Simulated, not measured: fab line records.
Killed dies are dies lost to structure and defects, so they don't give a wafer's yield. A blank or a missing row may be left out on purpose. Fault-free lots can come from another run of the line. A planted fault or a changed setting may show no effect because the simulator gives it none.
Matching of chambers | flow n5Finfet | rieDiel-02 running N5_BEOL_M3_ETCH_63: 4 sister chambers
The step etches SiARC in CF4, target depth 15.6 nm, time 26 s. 20 wafers are shown with their chamber, then 10 later ones without.

WAFERS, EACH WITH ITS CHAMBER
wafer  | chamber | showerheadPlenumPTorr (Torr) | drypumpMotorCurrentA (A) | etchRfOnTimeS (s)
L076.1 | 1       | 2.11                         | 6.4                      | 24.9
L076.2 | 3       | 2.18                         | 5.5                      | 25.5
L076.3 | 0       | 2.05                         | 5.6                      | 26.4
L077.1 | 0       | 2.05                         | 5.6                      | 26.7
L077.2 | 3       | 2.18                         | 5.6                      | 25.9
L077.4 | 0       | 2.05                         | 5.7                      | 26.7
L079.2 | 2       | 2.09                         | 6.0                      | 24.9
L079.3 | 0       | 2.04                         | 5.6                      | 26.5
L079.5 | 2       | 2.09                         | 5.9                      | 24.9
L080.2 | 3       | 2.17                         | 5.6                      | 25.4
L080.3 | 1       | 2.11                         | 6.4                      | 25.0
L080.6 | 3       | 2.17                         | 5.6                      | 25.4
L083.3 | 0       | 2.04                         | 5.6                      | 26.0
L083.4 | 0       | 2.04                         | 5.6                      | 26.3
L083.6 | 2       | 2.08                         | 5.9                      | 24.6
L085.1 | 1       | 2.11                         | 6.4                      | 25.0
L085.4 | 2       | 2.08                         | 5.9                      | 24.9
L085.6 | 0       | 2.04                         | 5.6                      | 26.4
L086.1 | 3       | 2.17                         | 5.5                      | 24.9
L086.4 | 1       | 2.11                         | 6.3                      | 25.0

SIGNATURES, as means of the wafers listed above
reading               | chamber 0 | chamber 1 | chamber 2 | chamber 3 | scatter within a chamber
showerheadPlenumPTorr | 2.0443    | 2.1100    | 2.0850    | 2.1740    | 0.00495
drypumpMotorCurrentA  | 5.614     | 6.375     | 5.925     | 5.560     | 0.0472
etchRfOnTimeS         | 26.429    | 24.975    | 24.825    | 25.420    | 0.242
Rule: for a wafer and a chamber, the distance is found by dividing, reading by reading, the gap between the wafer's reading and the chamber's mean by the reading's scatter, squaring, summing and taking the root. The wafer belongs to the nearest chamber; if the next one is less than 2 further off, it can't be placed. The scatter: the root of (the sum of the squares of (reading less its chamber's mean) over the shown wafers, divided by (wafers less chambers)).

WAFERS WITH NO CHAMBER GIVEN
wafer  | showerheadPlenumPTorr (Torr) | drypumpMotorCurrentA (A) | etchRfOnTimeS (s)
L086.5 | 2.17                         | 5.5                      | 24.9
L090.1 | 2.17                         | 5.5                      | 25.1
L090.4 | 2.08                         | 5.9                      | 25.3
L090.6 | 2.10                         | 6.4                      | 24.9
L091.4 | 2.10                         | 6.4                      | 25.2
L091.5 | 2.17                         | 5.6                      | 25.3
L091.6 | 2.04                         | 5.6                      | 26.6
L095.1 | 2.10                         | 6.4                      | 24.7
L095.3 | 2.17                         | 5.5                      | 25.0
L095.6 | 2.08                         | 5.9                      | 24.9

CHAMBER TAKEN BY EACH
wafer  | from the rows above | in truth
L086.5 | 3                   | 3
L090.1 | 3                   | 3
L090.4 | 2                   | 2
L090.6 | 1                   | 1
L091.4 | 1                   | 1
L091.5 | 3                   | 3
L091.6 | 0                   | 0
L095.1 | 1                   | 1
L095.3 | 3                   | 3
L095.6 | 2                   | 2
Correctly placed: 10 of 10. Can't be placed from these rows: 0. 0 placed wrongly.
